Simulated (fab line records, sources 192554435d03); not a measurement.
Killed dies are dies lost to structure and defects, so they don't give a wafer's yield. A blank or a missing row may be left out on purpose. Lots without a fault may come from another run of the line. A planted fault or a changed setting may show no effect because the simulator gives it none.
A struck lot beside a sound one | flow n5_finfet | 14 steps out of a route of 1938
Sound: wafers L389.2, L389.3, L389.5. Struck: wafers L399.2, L399.3, L399.5. The cause comes at the end.
At each step with rows: each side's tool, then ch and its chambers, then its first start. Under that, the readings that differ: sound wafers | struck wafers | difference of the means | sigmas: that difference in standard deviations of wafers without a fault.
alike: readings whose means differ by less than 2 such deviations, and words and numbers that are the same on both sides. not compared: withheld readings, readings that some wafer has no value for, bounds like >300 that may hide the same value, and numbers for which the record gives no deviation and whose values overlap.
The two part at a step that has a row with sigmas, a row that says differs or no value, or rows on one side only. Numbers that don't overlap but have no deviation are shown without sigmas and don't part them. A reading that every wafer of one side lacks parts them only if that side has two wafers or more.

N5_MOL_CONTACT_COAG_CMP_28: polishes, stops on SiNx, t overpolish 0.85 s, target thk 14.522 nm.
  sound on cmp-02 ch 0,2, day 5 21:23; struck on cmp-01 ch 0,2,3, day 8 22:55
  alike: motor_current_A, time_to_endpoint_s
  not compared: pad_life_wafers
N5_MOL_CONTACT_COAG_THK_MEAS_29:
  sound on film_metro-01, day 5 21:38; struck on film_metro-01, day 8 23:13
  alike: MD_CAP_THK
N5_MOL_CONTACT_COAG_ALD_123: deposits SiNx, target thk 5 nm, pulse time 1 s, purge time 2 s.
  sound on ald_sin-04 ch 0,2,3, day 5 21:40; struck on ald_sin-02 ch 0,1,2, day 9 00:03
  alike: heater_power_w, precursor_pulse_height_rel
then, 9 steps without rows for these wafers: N5_MOL_CONTACT_COAG_PECVD_31 (deposits SiO2 from TEOS/O2, target thk 46 nm, time 8.9 s); N5_MOL_CONTACT_COAG_COAT_75 (time 60 s, resist thk 60 nm); N5_MOL_CONTACT_COAG_COAT_76 (time 60 s, resist thk 10 nm); N5_MOL_CONTACT_COAG_COAT_77 (time 60 s, resist thk 10 nm); N5_MOL_CONTACT_COAG_COAT_78 (resist thk 40 nm); N5_MOL_CONTACT_COAG_EBR_80; N5_MOL_CONTACT_COAG_SOFTBAKE_79 (time 60 s); N5_MOL_CONTACT_COAG_EXPOSE_81 (exposes mask VG, defocus 0 nm); N5_MOL_CONTACT_COAG_PEB_82 (peb time 60 s).
N5_MOL_CONTACT_COAG_DEVELOP_83: develop time 30 s.
  sound on litho_track-01 ch 0, day 5 22:27; struck on litho_track-01, day 9 00:58
  no value came back on the struck wafers for chill_plate_temp_C (C), develop_time_s (s); on the sound wafers chill_plate_temp_C (C) reads 23.04 22.96 22.95
  reading                                               | sound          | struck   | difference | sigmas
  model.CAR-EUV_of_MOL_CONTACT_COAG_COAT_78.thk_nm (nm) | 39.4 39.6 39.4 | 40 40 40 | +1         |
N5_MOL_CONTACT_COAG_CD_MEAS_84: target cd 25.1 nm.
  sound on cd_sem-03 ch 0, day 5 22:31; struck on cd_sem-02 ch 0, day 9 01:01
  reading    | sound             | struck | difference                    | sigmas
  cd_nm (nm) | 25.23 24.99 24.92 | - - -  | no value on the struck wafers |

WHERE THEY PART
First at N5_MOL_CONTACT_COAG_DEVELOP_83; last, within this record, at N5_MOL_CONTACT_COAG_CD_MEAS_84.

WHY: what the simulator had put in
Skipped step whole: litho_track-01, from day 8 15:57 on, at N5_MOL_CONTACT_COAG_DEVELOP_83. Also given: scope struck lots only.
